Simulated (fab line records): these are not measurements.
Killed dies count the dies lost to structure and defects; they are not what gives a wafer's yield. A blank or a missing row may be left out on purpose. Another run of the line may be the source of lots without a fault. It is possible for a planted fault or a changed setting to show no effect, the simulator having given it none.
fab line records | flow n5-finfet
record: lots: 7 wafers: 21
route steps=1938 shown SD_EPI_P@321 SD_ACTIVATION@330 HKMG_FIN@397 GATE_CUT@510 MOL_CONTACT_COAG@559 BEOL_M0@715 BEOL_M1@753
start-h: the number of hours between the record's first day and the start of the first shown wafer of the lot | wait-h: hours from the lot's prior step to this one | " identical to the entry in the row above | L1.1+2: a single row standing in for several wafers | - either no value or no given start | * or withheld: withheld | < > ~ a bound
route shown NAME@n: NAME is a module with steps in the file, n the number in the route of the first one | usual: mean and standard deviation over wafers with no fault | same: alike in all rows | chamber/n: place in a boat | sites: each site's reading | _std_site: standard deviation across them | _edge_site: the outer-site mean with the inner-site mean subtracted | radius-mm: how far each site lies from the wafer's centre | mask NAME#n: copy n | behind: tool/chamber where the wafer was last shaped | hold: cause of the lot's hold/its duration in hours/its outcome | device: which transistor (n, p or np) failed to switch | end of line: the tests these same wafers got at the end of their route | step lacking rows: just its recipe | killed: the dies lost at the first sort to structure and to defects; this is not the yield of the wafer | map: a wafer's dies, marking killed ones x, the rest . and places with no die _
set.NAME: the setting as run; set.NAME@STEP: as run at that earlier step | model.NAME: the simulator's own value behind a step, which no gauge read
lots whose settings were changed on purpose; a table a step, a row a wafer
== steps ==
step: N5_SD_EPI_P_EPI_21
recipe: material: SiGe:B dopant: B temp-c: 550 pressure-torr: 20 ambient: H2 time-s: 355
columns lot.wafer tool chamber start-h wait-h set.time-s model.SiGe-B_of_SD_EPI_P_EPI_21.thk-nm
L080.2+6 epi-rpcvd-03 0 95.01 0.9 355 62.2
L080.3 " 0 " " 355 62.6
L084.1 epi-rpcvd-02 0 117.97 0.1 355 62.2
L084.4 " 0 119.05 1.1 409.7 68.2
L084.5 " 0 " " 355 61.8
L086.2 epi-rpcvd-03 0 129.50 0.5 294.1 54.2
L086.3 " 0 " " 355 61
L086.5 " 0 " " 355 60.4
L087.4 epi-rpcvd-03 0 135.66 1.1 355 61.2
L087.5 " 0 " " 378.1 64.4
L087.6 " 0 " " 378.1 64.8
L088.1 epi-rpcvd-02 0 139.32 0.2 355 61.4
L088.4 " 0 140.76 1.5 404.1 68
L088.5 " 0 " " 404.1 67.2
L091.1 epi-rpcvd-02 0 155.60 0.1 355 61.4
L091.3 " 0 " " 355 62.8
L091.6 " 0 157.40 1.8 355 61.6
L096.1 epi-rpcvd-03 0 189.63 0.1 355 61.4
L096.5 " 0 191.07 1.5 336.7 58.8
L096.6 " 0 " " 355 61.6
step: N5_SD_EPI_P_EPI_MEAS_23
recipe: mode: xrd
usual: thk-nm: 61.1/1.1
columns lot.wafer tool chamber start-h wait-h set.time-s@SD_EPI_P_EPI_21 thk-nm
L080.2 film-metro-01 - 98.25 2.6 355 64.0
L080.3 " - " " 355 62.4
L080.6 " - " " 355 63.0
L084.1 film-metro-02 - 120.17 1.8 355 61.6
L084.4 " - " " 409.7 67.5
L084.5 " - " " 355 62.9
L086.2 film-metro-01 - 131.33 1.5 294.1 54.3
L086.3 " - " " 355 62.6
L086.5 " - " " 355 61.1
L087.4 film-metro-01 - 136.78 0.8 355 61.1
L087.5 " - " " 378.1 65.1
L087.6 " - " " 378.1 64.2
L088.1 film-metro-01 - 142.24 2.4 355 62.8
L088.4 " - " " 404.1 68.6
L088.5 " - " " 404.1 65.0
L091.1 film-metro-02 - 157.80 1.8 355 60.7
L091.3 " - " " 355 62.4
L091.6 " - " " 355 60.1
L096.1 film-metro-01 - 191.83 1.8 355 60.8
L096.5 " - " " 336.7 58.7
L096.6 " - " " 355 60.8
step: N5_SD_EPI_P_HM_STRIP_48
recipe: chemistry: H3PO4 temp-c: 160 material: SiNx target: SiNx target-depth-a: 30 overetch-fraction: 0.3
columns lot.wafer tool chamber start-h wait-h set.temp-c@SD_EPI_N_EPI_21 model.Si-P_of_SD_EPI_N_EPI_21.thk-nm
L080.2 wet-bench-04 6 98.28 0.0 680 58.6
L080.3 " 0 " " 683.2 61.6
L080.6 " 1 " " 680 59.2
L084.1 wet-bench-05 3 120.21 0.0 677.1 56.4
L084.4 " 7 " " 680 58.8
L084.5 " 6 " " 677.1 56.2
L086.2 wet-bench-06 7 131.37 0.0 684.5 62.8
L086.3+5 " 4,5 " " 684.5 63.2
L087.4 wet-bench-04 0 136.81 0.0 684.4 63.8
L087.5 " 5 " " 680 58.8
L087.6 " 7 " " 684.4 63.6
L088.1 wet-bench-06 5 142.28 0.0 678.6 57.8
L088.4+5 " 4,7 " " 680 58.6
L091.1 wet-bench-04 2 157.84 0.0 680 58.2
L091.3 " 6 " " 680 58.4
L091.6 " 7 " " 680 58.8
L096.1+5 wet-bench-06 0,1 191.87 0.0 680 58.8
L096.6 " 6 " " 681.9 61.4
step: N5_SD_EPI_P_SRD_49
recipe: dry: ipa-marangoni time-s: 30 temp-c: 23 rinse-liquid: diw
step: N5_SD_EPI_P_PRECLEAN_24
recipe: chemistry: O3/DIW time-s: 45 temp-c: 22 o3-ppm: 10
step: N5_SD_ACTIVATION_RTA_00
recipe: temp-c: 975 time-s: 0 ambient: N2 idle-temp-c: 600 ramp-up-c-per-s: 150 ramp-down-c-per-s: 60 cool-to-c: 600
step: N5_SD_ACTIVATION_LSA_01
recipe: temp-c: 1080 time-s: 0.0008 ambient: N2
step: N5_SD_ACTIVATION_RS_MEAS_03
recipe: thk-meas-gauge: four-point-probe
usual: RS_SD_N: 21.82/0.25 RS_SD_P: 55.8/0.97
columns lot.wafer tool chamber start-h wait-h set.temp-c@SD_EPI_N_EPI_21 set.time-s@SD_EPI_P_EPI_21 RS_SD_N[ohm/sq] RS_SD_P[ohm/sq]
L080.2 film-metro-01 - 98.88 0.2 680 355 22.10 54.6
L080.3 " - " " 683.2 355 20.75 53.9
L080.6 " - " " 680 355 21.90 53.7
L084.1 film-metro-01 - 120.77 0.2 677.1 355 22.61 54.4
L084.4 " - " " 680 409.7 21.74 49.4
L084.5 " - " " 677.1 355 22.66 54.9
L086.2 film-metro-01 - 131.98 0.2 684.5 294.1 20.26 62.8
L086.3 " - " " 684.5 355 20.21 56.4
L086.5 " - " " 684.5 355 20.33 56.9
L087.4 film-metro-01 - 137.44 0.1 684.4 355 20.24 56.2
L087.5 " - " " 680 378.1 21.73 53.6
L087.6 " - " " 684.4 378.1 20.11 53.0
L088.1 film-metro-02 - 142.85 0.2 678.6 355 22.35 55.6
L088.4 " - " " 680 404.1 21.73 49.5
L088.5 " - " " 680 404.1 21.86 51.0
L091.1 film-metro-02 - 158.41 0.2 680 355 22.03 57.3
L091.3 " - " " 680 355 21.99 55.9
L091.6 " - " " 680 355 21.64 57.3
L096.1 film-metro-02 - 192.44 0.2 680 355 21.71 56.6
L096.5 " - " " 680 336.7 21.86 58.9
L096.6 " - " " 681.9 355 21.00 56.4
step: N5_HKMG_FIN_DEVELOP_48
recipe: develop-time-s: 30 developer: TMAH resist: CAR-ArF rinse-liquid: diw dry: air-spin dev-temp-c: 23
columns lot.wafer tool chamber start-h wait-h set.develop-time-s
L080.2+3 litho-track-03 0 - - 26.49
L080.6 " 0 " " 30
L084.1+4 litho-track-04 0 - - 27.33
L084.5 " 0 " " 30
L086.2+3 litho-track-03 0 - - 24.16
L086.5 " 0 " " 30
L087.4 litho-track-03 0 - - 30
L087.5+6 " 0 " " 36.38
L088.1+5 litho-track-03 0 - - 30
L088.4 " 0 " " 23.29
L091.1+3+6 litho-track-02 0 - - 30
L096.1+5 litho-track-04 0 - - 30
L096.6 " 0 " " 23.79
step: N5_HKMG_FIN_CD_MEAS_49
recipe: target-cd-nm: 202 landing-energy-ev: 500 detector: se-inlens polarity: opening
usual: cd-nm: 202.4/0.5
columns lot.wafer tool chamber start-h wait-h set.develop-time-s@HKMG_FIN_DEVELOP_48 cd-nm
L080.2 cd-sem-02 0 112.53 - 26.49 201.4
L080.3 " 0 " " 26.49 201.2
L080.6 " 0 " " 30 202.3
L084.1 cd-sem-03 0 133.47 - 27.33 201.4
L084.4 " 0 " " 27.33 201.6
L084.5 " 0 " " 30 202.0
L086.2 cd-sem-03 0 144.92 - 24.16 201.4
L086.3 " 0 " " 24.16 201.3
L086.5 " 0 " " 30 202.8
L087.4 cd-sem-03 0 150.26 - 30 202.0
L087.5 " 0 " " 36.38 202.4
L087.6 " 0 " " 36.38 202.8
L088.1 cd-sem-03 0 156.30 - 30 201.8
L088.4 " 0 " " 23.29 201.3
L088.5 " 0 " " 30 202.4
L091.1 cd-sem-01 0 172.07 - 30 202.2
L091.3 " 0 " " 30 202.6
L091.6 " 0 " " 30 202.1
L096.1 cd-sem-03 0 205.29 - 30 202.0
L096.5 " 0 " " 30 202.5
L096.6 " 0 " " 23.79 201.4
step: N5_GATE_CUT_ALD_22
recipe: material: SiNx target-thk-a: 160 temp-c: 400 ald-precursor-family: SiH2I2 ald-co-reactant: N2/H2-plasma pulse-time-s: 1 ald-cycles: 320 purge-time-s: 2 co-reactant-purge-time-s: 2 pressure-torr: 2
columns lot.wafer tool chamber start-h wait-h set.ald-cycles model.SiNx_of_GATE_CUT_ALD_22.thk-nm
L080.2 ald-sin-04 2 126.00 0.2 320 15.8
L080.3 " 1 " " 281 14
L080.6 " 2 " " 320 16
L084.1 ald-sin-03 2 147.00 0.0 358 18
L084.4+5 " 0,1 " " 320 16
L086.2 ald-sin-01 1 157.92 0.0 304 15.2
L086.3 " 3 " " 320 16
L086.5 " 3 " " 320 16.2
L087.4+6 ald-sin-03 1,2 163.67 0.0 320 16
L087.5 " 1 " " 297 15
L088.1 ald-sin-01 1 169.11 0.0 320 16.2
L088.4+5 " 0,1 " " 320 16
L091.1+3+6 ald-sin-04 1,3,2 185.27 0.0 320 16
L096.1+5 ald-sin-01 0,1 218.78 0.0 341 17
L096.6 " 2 " " 320 16
step: N5_GATE_CUT_CMP_23
recipe: stop-on: SiO2 t-overpolish-s: 23.4 post-cmp-clean: alkaline-brush down-force-psi: 2.5 platen-rpm: 51.8 pad-velocity-m-s: 1.0307 target-thk-nm: 16
columns lot.wafer tool chamber start-h wait-h set.ald-cycles@GATE_CUT_ALD_22 model.SiNx_of_GATE_CUT_ALD_22.thk-nm
L080.2 cmp-03 0 127.58 0.8 320 15.8
L080.3 " 2 " " 281 14
L080.6 " 0 " " 320 16
L084.1 cmp-04 2 148.53 0.8 358 15.4
L084.4+5 " 0,1 " " 320 16
L086.2 cmp-04 0 159.45 0.8 304 15.2
L086.3 " 1 " " 320 16
L086.5 " 0 " " 320 16.2
L087.4+6 cmp-02 3,1 165.27 0.9 320 16
L087.5 " 0 " " 297 15
L088.4+5 cmp-02 0,2 170.67 0.8 320 16
L088.1 " 1 " " 320 16.2
L091.3+1+6 cmp-02 1,3,2 186.76 0.8 320 16
L096.1 cmp-03 3 220.49 1.0 341 16.4
L096.5 " 2 " " 341 16.6
L096.6 " 3 " " 320 16
step: N5_MOL_CONTACT_COAG_ALD_27
recipe: material: SiOC target-thk-a: 170 temp-c: 400 ald-precursor-family: carbosiloxane ald-co-reactant: H2-plasma pulse-time-s: 1.5 time-s: 2720 purge-time-s: 2 co-reactant-purge-time-s: 2 ald-cycles: 340 pressure-torr: 2
columns lot.wafer tool chamber start-h wait-h set.ald-cycles model.SiOC_of_MOL_CONTACT_COAG_ALD_27.thk-nm
L080.2 ald-sin-03 0 135.72 0.0 340 17
L080.3+6 " 2 " " 289 14.6
L084.1+5 ald-sin-03 0,1 157.42 0.0 392 19.4
L084.4 " 3 " " 392 19.6
L086.2+3+5 ald-sin-01 3,1,0 171.42 0.0 340 17
L087.4+6 ald-sin-02 1 175.44 0.0 340 17
L087.5 " 0 " " 340 17.2
L088.1+5 ald-sin-01 0,2 179.38 0.0 340 17
L088.4 " 3 " " 369 18.4
L091.1+3+6 ald-sin-03 2,3,1 196.84 0.0 340 17
L096.1 ald-sin-01 2 230.43 0.0 290 14.4
L096.5 " 3 " " 340 17
L096.6 " 0 " " 290 14.6
step: N5_MOL_CONTACT_COAG_ALD_133
recipe: material: SiO2 target-thk-a: 50 temp-c: 100 ald-precursor-family: BDEAS ald-co-reactant: O2-plasma pulse-time-s: 1 co-reactant-pulse-time-s: 1 purge-time-s: 2 co-reactant-purge-time-s: 2 ald-cycles: 35 pressure-torr: 2
columns lot.wafer tool chamber start-h wait-h set.ald-cycles model.SiO2_of_MOL_CONTACT_COAG_ALD_133.thk-nm
L080.2 ald-sin-02 2 140.22 0.1 31 4.4
L080.3+6 " 1 " " 35 5
L084.1+4 ald-sin-03 0,2 162.31 0.1 33 4.8
L084.5 " 1 " " 35 5
L086.2+5 ald-sin-02 1,2 176.98 0.7 35 5
L086.3 " 3 " " 33 4.6
L087.4 ald-sin-02 1 180.58 0.3 33 4.8
L087.5 " 2 " " 33 4.6
L087.6 " 1 " " 35 5
L088.1 ald-sin-01 1 184.46 0.1 40 5.6
L088.4 " 3 " " 40 5.8
L088.5 " 2 " " 35 5
L091.1+3+6 ald-sin-02 3,0,3 201.37 0.2 35 5
L096.1+5+6 ald-sin-01 1,1,0 235.00 0.1 35 5
step: N5_MOL_CONTACT_COAG_ETCH_67
recipe: chemistry: N2/H2 target: SOC target-depth-a: 600 overetch-a: 210 mask-material: SiARC temp-c: 40 time-s: 101.2 ion-energy-ev: 200 pressure-mtorr: 30 source-w: 840 bias-w: 150 n2-flow-sccm: 200 h2-flow-sccm: 200
usual: rf-vpp-V: 523.7/2.7
columns lot.wafer tool chamber start-h wait-h set.source-w rf-vpp-V
L080.2 rie-diel-04 0 140.63 0.0 840 522.3
L080.3 " 3 " " 840 521.0
L080.6 " 3 " " 967.6 497.4
L084.1 rie-diel-02 1 162.52 0.0 701.5 553.6
L084.4 " 0 " " 840 520.5
L084.5 " 0 " " 840 520.1
L086.2 rie-diel-04 0 177.20 0.0 840 520.7
L086.3 " 1 " " 840 526.8
L086.5 " 2 " " 840 522.5
L087.4 rie-diel-02 3 180.83 0.0 840 528.7
L087.5 " 0 " " 935.6 499.6
L087.6 " 2 " " 935.6 503.4
L088.1 rie-diel-04 3 184.73 0.0 709.9 550.9
L088.4 " 2 " " 840 522.9
L088.5 " 1 " " 709.9 556.8
L091.1 rie-diel-02 0 201.58 0.0 840 520.9
L091.3 " 2 " " 840 521.1
L091.6 " 3 " " 840 527.4
L096.1 rie-diel-02 3 235.21 0.0 944.1 507.4
L096.5 " 0 " " 944.1 501.2
L096.6 " 3 " " 840 527.5
step: N5_BEOL_M0_ETCH_138
recipe: chemistry: CH3F/O2 target-depth-a: 120 target: SiCN time-s: 31.6 ion-energy-ev: 120 pressure-mtorr: 30 source-w: 395 bias-w: 75 Ar_flow_sccm: 150 CH3F_flow_sccm: 30 O2_flow_sccm: 20 ends: cleared
usual: rf-vpp-V: 297.2/1.5
columns lot.wafer tool chamber start-h wait-h set.source-w rf-vpp-V
L080.2 rie-diel-02 2 153.42 0.0 395 296.1
L080.3 " 1 " " 395 296.5
L080.6 " 2 " " 351.4 307.5
L084.1 rie-diel-04 2 177.04 0.0 395 295.6
L084.4 " 1 " " 395 299.4
L084.5 " 2 " " 395 297.7
L086.2 rie-diel-03 3 189.72 0.0 462.2 284.2
L086.3 " 1 " " 395 295.7
L086.5 " 1 " " 462.2 280.0
L087.4 rie-diel-03 0 193.14 0.0 395 297.7
L087.5 " 3 " " 465.8 282.6
L087.6 " 2 " " 395 296.0
L088.1 rie-diel-03 0 198.75 0.0 395 296.3
L088.4 " 1 " " 395 295.9
L088.5 " 2 " " 395 297.3
L091.1 rie-diel-02 2 214.19 0.0 395 297.5
L091.3 " 0 " " 395 295.7
L091.6 " 0 " " 395 294.4
L096.1 rie-diel-02 2 247.25 0.0 329.5 314.9
L096.5 " 1 " " 395 296.6
L096.6 " 2 " " 395 297.5
step: N5_BEOL_M1_PECVD_72
recipe: material: SiO2 target-thk-a: 160 temp-c: 400 precursor: TEOS/O2 pressure-torr: 5.5 rf-w: 450 teos-flow-sccm: 53.8 gas: O2 flow-sccm: 3000 time-s: 18
columns lot.wafer tool chamber start-h wait-h set.time-s model.SiO2_of_BEOL_M1_PECVD_72.thk-nm
L080.2 pecvd-04 1 160.15 0.0 18 16.4
L080.3 " 0 " " 20.18 18
L080.6 " 1 " " 20.18 18.4
L084.1 pecvd-02 2 182.38 0.0 15.96 14
L084.4 " 1 " " 18 16.4
L084.5 " 0 " " 15.96 14.4
L086.2 pecvd-02 1 194.14 0.0 18 16.2
L086.3 " 2 " " 18 15.6
L086.5 " 2 " " 19.6 17.2
L087.4 pecvd-04 0 198.21 0.1 18 16
L087.5+6 " 1,2 " " 18 16.2
L088.1 pecvd-04 0 203.79 0.0 18 15.8
L088.4 " 1 " " 17.03 15.4
L088.5 " 2 " " 18 16.2
L091.1 pecvd-01 1 223.05 0.0 18 16
L091.3 " 1 " " 18 16.2
L091.6 " 0 " " 18 15.8
L096.1+6 pecvd-02 1,2 254.91 0.0 17.13 15
L096.5 " 1 " " 18 16.2
step: N5_BEOL_M1_HM_DEP_02
recipe: material: TiN target-thk-a: 200 temp-c: 25 chamber-pressure-pa: 0.49996
step: N5_BEOL_M1_COAT_61
recipe: resist: SOC temp-c: 250 time-s: 60 spin-rpm: 1500 resist-thk-nm: 60
step: N5_BEOL_M1_STRIP_97
recipe: chemistry: N2/H2 time-s: 10 power-w: 450 temp-c: 40 pressure-mtorr: 20 rf-frequency-hz: 6e+07 bias-power-w: 7 n2-flow-sccm: 200 h2-flow-sccm: 200
step: N5_BEOL_M1_HM_STRIP_39
recipe: chemistry: peroxide-tin-strip material: TiN target-depth-a: 250 temp-c: 50 time-s: 158
columns lot.wafer tool chamber start-h wait-h set.time-s@BEOL_M1_PECVD_72 model.SiO2_of_BEOL_M1_PECVD_72.thk-nm
L080.2 wet-bench-06 1 171.35 0.0 18 16.2
L080.3 " 2 " " 20.18 17.8
L080.6 " 3 " " 20.18 18.2
L084.1 wet-bench-06 2 192.62 0.0 15.96 13.8
L084.4 " 1 " " 18 16.2
L084.5 " 3 " " 15.96 14.4
L086.2 wet-bench-06 2 198.46 0.0 18 16
L086.3 " 1 " " 18 15.4
L086.5 " 3 " " 19.6 17
L087.4+6 wet-bench-06 2,4 204.71 0.0 18 16
L087.5 " 6 " " 18 16.2
L088.1 wet-bench-06 5 210.18 0.0 18 15.6
L088.4 " 6 " " 17.03 15.2
L088.5 " 4 " " 18 16
L091.1 wet-bench-04 7 233.40 0.0 18 15.8
L091.3 " 4 " " 18 16
L091.6 " 2 " " 18 15.6
L096.1 wet-bench-04 3 264.01 0.0 17.13 15
L096.5 " 5 " " 18 16
L096.6 " 7 " " 17.13 14.8
step: N5_BEOL_M1_DEP_57
recipe: material: SiCN target-thk-a: 80 temp-c: withheld precursor: 3MS/NH3 pressure-torr: 3 rf-w: 202 time-s: 14
columns lot.wafer tool chamber start-h wait-h set.time-s model.SiCN_of_BEOL_M1_DEP_57.thk-nm
L080.2+6 pecvd-01 2,0 176.78 0.0 14 8
L080.3 " 0 " " 14 7.8
L084.1+5 pecvd-02 1 196.34 0.0 14 7.8
L084.4 " 0 " " 13.25 7.6
L086.2+5 pecvd-04 0,1 202.49 0.0 14 8.4
L086.3 " 1 " " 14 8.2
L087.4 pecvd-01 1 208.94 0.0 14.67 8.4
L087.5 " 2 " " 14 8
L087.6 " 1 " " 14 8.2
L088.1 pecvd-01 1 214.56 0.0 12.48 6.8
L088.4 " 1 " " 14 8
L088.5 " 2 " " 14 7.8
L091.1+3+6 pecvd-01 1,0,0 237.72 0.0 14 8.2
L096.1 pecvd-04 1 268.01 0.0 12.82 7.2
L096.5 " 0 " " 12.82 7.4
L096.6 " 2 " " 14 8.2
== key ==
split: step: N5_SD_EPI_P_EPI_21 setting: time-s stated: 355 by: wafer
response: step: N5_SD_EPI_P_EPI_21 reading: model.SiGe-B_of_SD_EPI_P_EPI_21.thk-nm change: +0.415 per: 1% r: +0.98
response: step: N5_SD_EPI_P_EPI_MEAS_23 reading: thk-nm change: * per: 1% r: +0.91
response: step: N5_SD_ACTIVATION_RS_MEAS_03 reading: RS_SD_P change: -0.368 per: 1% r: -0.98
split: step: N5_HKMG_FIN_DEVELOP_48 setting: develop-time-s stated: 30 by: wafer
response: step: N5_HKMG_FIN_CD_MEAS_49 reading: cd-nm change: +0.0477 per: 1% r: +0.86
split: step: N5_GATE_CUT_ALD_22 setting: ald-cycles stated: 320 by: wafer
response: step: N5_GATE_CUT_ALD_22 reading: model.SiNx_of_GATE_CUT_ALD_22.thk-nm change: +0.159 per: 1% r: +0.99
response: step: N5_GATE_CUT_CMP_23 reading: model.SiNx_of_GATE_CUT_ALD_22.thk-nm shape: bent at-lowest: 14 at-stated: 16.01 at-highest: 15.4
split: step: N5_MOL_CONTACT_COAG_ALD_27 setting: ald-cycles stated: 340 by: wafer
response: step: N5_MOL_CONTACT_COAG_ALD_27 reading: model.SiOC_of_MOL_CONTACT_COAG_ALD_27.thk-nm change: +0.165 per: 1% r: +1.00
split: step: N5_MOL_CONTACT_COAG_ALD_133 setting: ald-cycles stated: 35 by: wafer
response: step: N5_MOL_CONTACT_COAG_ALD_133 reading: model.SiO2_of_MOL_CONTACT_COAG_ALD_133.thk-nm change: +0.0508 per: 1% r: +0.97
split: step: N5_MOL_CONTACT_COAG_ETCH_67 setting: source-w stated: 840 by: wafer
response: step: N5_MOL_CONTACT_COAG_ETCH_67 reading: rf-vpp-V change: -1.94 per: 1% r: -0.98
split: step: N5_BEOL_M0_ETCH_138 setting: source-w stated: 395 by: wafer
response: step: N5_BEOL_M0_ETCH_138 reading: rf-vpp-V change: -0.901 per: 1% r: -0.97
split: step: N5_BEOL_M1_PECVD_72 setting: time-s stated: 18 by: wafer
response: step: N5_BEOL_M1_PECVD_72 reading: model.SiO2_of_BEOL_M1_PECVD_72.thk-nm change: +0.166 per: 1% r: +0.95
response: step: N5_BEOL_M1_HM_STRIP_39 reading: model.SiO2_of_BEOL_M1_PECVD_72.thk-nm change: +0.162 per: 1% r: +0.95
split: step: N5_BEOL_M1_DEP_57 setting: time-s stated: 14 by: wafer
response: step: N5_BEOL_M1_DEP_57 reading: model.SiCN_of_BEOL_M1_DEP_57.thk-nm change: +0.0916 per: 1% r: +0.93
split outside-this-file step=N5_SD_EPI_N_EPI_21 setting=temp-c
split outside-this-file: this setting was split too, and the file shows its column; the key of that split is in another file
